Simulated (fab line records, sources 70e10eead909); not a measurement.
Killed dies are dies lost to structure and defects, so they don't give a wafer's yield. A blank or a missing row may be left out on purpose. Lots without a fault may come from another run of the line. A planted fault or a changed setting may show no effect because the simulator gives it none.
Which tool did it? | flow nand_harc | 12 lots, 36 wafers sampled, at 5 steps of a route of 1302

WHAT THE GAUGES READ, wafer by wafer
NHARC_END_SORT_01. Usual: killed_at_array 59, standard deviation 21; killed_at_other 1.0, standard deviation 1.1; killed_at_periphery 4.0, standard deviation 2.6; killed_dies 64, standard deviation 21; killed_open 3.2, standard deviation 1.7; killed_short 2.5, standard deviation 1.5.
lot  | measured     | on        | killed_at_array | killed_at_other | killed_at_periphery | killed_dies | killed_open | killed_short | flag
L348 | day 33 14:13 | prober-01 | 59 59 57        | 1 1 0           | 5 6 3               | 65 66 60    | 6 4 5       | 2 1 6        |
L350 | day 34 12:11 | prober-02 | 39 46 47        | 0 4 1           | 5 3 2               | 44 53 50    | 4 4 3       | 1 1 1        |

WHICH TOOL RAN EACH LOT (tool, then ch and the chambers of the sampled wafers, then the start)
lot  | NHARC_A_SGD_CUT_ETCH_15                       | NHARC_A_WL_FILL_ALD_02              | NHARC_A_WL_FILL_ETCHBACK_04       | NHARC_A_WL_FILL_CVD_23
L330 | rie_diel-10 ch 0,1,2, day 21 00:57 or earlier | ald_metal-02 ch 0,2,3, day 21 00:57 | rie_metal-02 ch 0,1, day 21 01:46 | lpcvd_poly-02 ch 0, day 21 12:55
L334 | rie_diel-01 ch 0,1, day 22 18:32 or earlier   | ald_metal-01 ch 0,2,3, day 22 18:32 | rie_metal-02 ch 0,1, day 22 19:20 | lpcvd_poly-02 ch 0, day 23 08:31
L333 | rie_diel-10 ch 0,1, day 23 00:10 or earlier   | ald_metal-02 ch 0,3, day 23 00:10   | rie_metal-02 ch 0,1, day 23 01:01 | lpcvd_poly-03 ch 0, day 23 12:31
L336 | rie_diel-01 ch 1,2,3, day 23 00:12 or earlier | ald_metal-04 ch 0,1,3, day 23 00:12 | rie_metal-03 ch 0,1, day 23 01:02 | lpcvd_poly-03 ch 0, day 23 12:31
L337 | rie_diel-10 ch 0,1,3, day 23 08:46 or earlier | ald_metal-01 ch 1,2,3, day 23 08:46 | rie_metal-01 ch 0, day 23 09:40   | lpcvd_poly-04 ch 0, day 23 22:49
L338 | rie_diel-07 ch 0,1,2, day 24 02:05 or earlier | ald_metal-02 ch 1,2,3, day 24 02:05 | rie_metal-02 ch 0,1, day 24 02:53 | lpcvd_poly-02 ch 0, day 24 16:14
L340 | rie_diel-10 ch 0,2,3, day 24 15:55 or earlier | ald_metal-01 ch 0,2,3, day 24 15:55 | rie_metal-03 ch 0,1, day 24 16:46 | lpcvd_poly-04 ch 0, day 25 05:31
L339 | rie_diel-01 ch 0,1,2, day 24 17:31 or earlier | ald_metal-02 ch 0,2,3, day 24 17:31 | rie_metal-02 ch 0,1, day 24 18:21 | lpcvd_poly-04 ch 0, day 25 08:36
L341 | rie_diel-07 ch 1,2,3, day 25 01:56 or earlier | ald_metal-04 ch 0,2,3, day 25 01:56 | rie_metal-02 ch 0, day 25 02:49   | lpcvd_poly-02 ch 0, day 25 15:38
L348 | rie_diel-10 ch 0,1,2, day 28 07:36 or earlier | ald_metal-02 ch 1,2,3, day 28 07:36 | rie_metal-02 ch 0,1, day 28 08:22 | lpcvd_poly-04 ch 0, day 30 04:19
L350 | rie_diel-07 ch 0,1, day 29 01:44 or earlier   | ald_metal-04 ch 2,3, day 29 01:44   | rie_metal-02 ch 1, day 29 02:33   | lpcvd_poly-02 ch 0, day 30 21:43
L353 | rie_diel-01 ch 0,1,2, day 29 13:20 or earlier | ald_metal-02 ch 1,2,3, day 29 13:20 | rie_metal-03 ch 0,1, day 29 14:04 | lpcvd_poly-02 ch 0, day 30 04:41
- NHARC_A_SGD_CUT_ETCH_15: etches the open film in CH3F/O2, target depth 75 nm, time 64.3 s.
- NHARC_A_WL_FILL_ALD_02: deposits TiN, target thk 2 nm, pulse time 3 s, ald cycles 100.
- NHARC_A_WL_FILL_ETCHBACK_04: etches the open film in NF3, target depth 60 nm, time 120 s.
- NHARC_A_WL_FILL_CVD_23: deposits poly-Si, target thk 40 nm, time 800 s.

WHAT THE TOOLS THEMSELVES READ (means of the sampled wafers that have a number; where no wafer has one, the mark that the record gives instead)
NHARC_A_SGD_CUT_ETCH_15. Usual: drypump_motor_current_A 5.9 A, standard deviation 0.41; oes_product_au 0.969 a.u., standard deviation 0.016; rf_vpp_V 263.9 V, standard deviation 1.6; showerhead_plenum_p_Torr 2.46 Torr, standard deviation 0.1; throttle_valve_pct 20.664 %, standard deviation 0.0085.
lot  | tool        | drypump_motor_current_A (A) | oes_product_au (a.u.) | rf_vpp_V (V) | showerhead_plenum_p_Torr (Torr) | throttle_valve_pct (%) | flag
L330 | rie_diel-10 | 5.6                         | 0.986                 | 262.9        | 2.40                            | 20.665                 |
L334 | rie_diel-01 | 5.8                         | 0.960                 | 265.6        | 2.58                            | 20.669                 |
L333 | rie_diel-10 | 5.7                         | 0.973                 | 263.2        | 2.43                            | 20.670                 |
L336 | rie_diel-01 | 6.1                         | 0.977                 | 263.4        | 2.43                            | 20.653                 |
L337 | rie_diel-10 | 5.7                         | 0.968                 | 263.7        | 2.44                            | 20.669                 |
L338 | rie_diel-07 | 5.8                         | 0.926                 | 265.4        | 2.49                            | 20.662                 |
L340 | rie_diel-10 | 5.8                         | 0.977                 | 264.0        | 2.48                            | 20.657                 |
L339 | rie_diel-01 | 6.0                         | 0.974                 | 263.9        | 2.49                            | 20.657                 |
L341 | rie_diel-07 | 5.9                         | 0.971                 | 264.3        | 2.48                            | 20.665                 |
L348 | rie_diel-10 | 5.6                         | 0.948                 | 262.5        | 2.40                            | 20.672                 |
L350 | rie_diel-07 | 5.4                         | 0.965                 | 263.9        | 2.49                            | 20.660                 |
L353 | rie_diel-01 | 6.0                         | 0.963                 | 265.1        | 2.49                            | 20.661                 |

NHARC_A_WL_FILL_ALD_02. Usual: heater_power_w 1047 W, standard deviation 140; precursor_pulse_height_rel 1.001, standard deviation 0.019.
lot  | tool         | heater_power_w (W) | precursor_pulse_height_rel | flag
L330 | ald_metal-02 | 1091               | 0.989                      |
L334 | ald_metal-01 | 1070               | 0.995                      |
L333 | ald_metal-02 | 1245               | 1.000                      |
L336 | ald_metal-04 | 933                | 1.008                      |
L337 | ald_metal-01 | 1123               | 1.018                      |
L338 | ald_metal-02 | 1081               | 1.003                      |
L340 | ald_metal-01 | 1077               | 1.025                      |
L339 | ald_metal-02 | 1091               | 1.009                      |
L341 | ald_metal-04 | 1035               | 1.003                      |
L348 | ald_metal-02 | 1061               | 1.020                      |
L350 | ald_metal-04 | 994                | 1.013                      |
L353 | ald_metal-02 | 1063               | 1.011                      |

NHARC_A_WL_FILL_ETCHBACK_04. Usual: drypump_motor_current_A 5.49 A, standard deviation 0.29; he_backside_leak_sccm 3.21 sccm, standard deviation 0.15; oes_product_au 1.001 a.u., standard deviation 0.013.
lot  | tool         | drypump_motor_current_A (A) | he_backside_leak_sccm (sccm) | oes_product_au (a.u.) | flag
L330 | rie_metal-02 | 5.61                        | 3.21                         | 1.006                 |
L334 | rie_metal-02 | 5.61                        | 3.17                         | 1.022                 |
L333 | rie_metal-02 | 5.79                        | 3.36                         | 1.022                 |
L336 | rie_metal-03 | 5.44                        | 3.13                         | 0.997                 |
L337 | rie_metal-01 | 5.13                        | 3.13                         | 0.999                 |
L338 | rie_metal-02 | 5.78                        | 3.19                         | 1.013                 |
L340 | rie_metal-03 | 5.47                        | 3.18                         | 0.997                 |
L339 | rie_metal-02 | 5.79                        | 3.26                         | 1.009                 |
L341 | rie_metal-02 | 5.94                        | 3.40                         | 1.011                 |
L348 | rie_metal-02 | 5.77                        | 3.18                         | 1.018                 |
L350 | rie_metal-02 | 5.44                        | 3.16                         | 1.011                 |
L353 | rie_metal-03 | 5.47                        | 3.20                         | 0.990                 |

NHARC_A_WL_FILL_CVD_23. Usual: spike_tc_bottom_C 640.2 C, standard deviation 1.2; spike_tc_lower_C 620.4 C, standard deviation 1.1; zone_power_lower_pct 9.6 %, standard deviation 0.99.
lot  | tool          | spike_tc_bottom_C (C) | spike_tc_lower_C (C) | zone_power_lower_pct (%) | flag
L330 | lpcvd_poly-02 | 640.1                 | 621.6                | 10.6                     |
L334 | lpcvd_poly-02 | 640.4                 | 620.9                | 10.5                     |
L333 | lpcvd_poly-03 | 640.3                 | 619.3                | 8.3                      |
L336 | lpcvd_poly-03 | 641.1                 | 619.1                | 8.2                      |
L337 | lpcvd_poly-04 | 639.1                 | 619.5                | 9.1                      |
L338 | lpcvd_poly-02 | 640.5                 | 621.0                | 10.7                     |
L340 | lpcvd_poly-04 | 641.0                 | 618.9                | 9.1                      |
L339 | lpcvd_poly-04 | 640.4                 | 619.7                | 9.2                      |
L341 | lpcvd_poly-02 | 639.6                 | 620.3                | 10.6                     |
L348 | lpcvd_poly-04 | 640.7                 | 619.7                | 9.1                      |
L350 | lpcvd_poly-02 | 639.6                 | 620.6                | 10.5                     |
L353 | lpcvd_poly-02 | 640.7                 | 620.6                | 10.5                     |

THE ANSWER, worked out from the rows above alone
Rule: a lot is off if the mean of its wafers that have a number lies more than 3 standard deviations from the usual mean. A lot without any number at a reading at which 4 lots or more have one is off too. The other lots that the step has rows for count as sound. The gauges are gone through in route order, then the tools' own readings, and for those a lot's mean is taken as printed above. The first step at which some lot is off is used, and at that step the reading that is off furthest; a lot without a number counts as furthest.
No lot is off at any reading shown: from this, nothing can be told.

WHAT THE SIMULATOR HAD PUT IN
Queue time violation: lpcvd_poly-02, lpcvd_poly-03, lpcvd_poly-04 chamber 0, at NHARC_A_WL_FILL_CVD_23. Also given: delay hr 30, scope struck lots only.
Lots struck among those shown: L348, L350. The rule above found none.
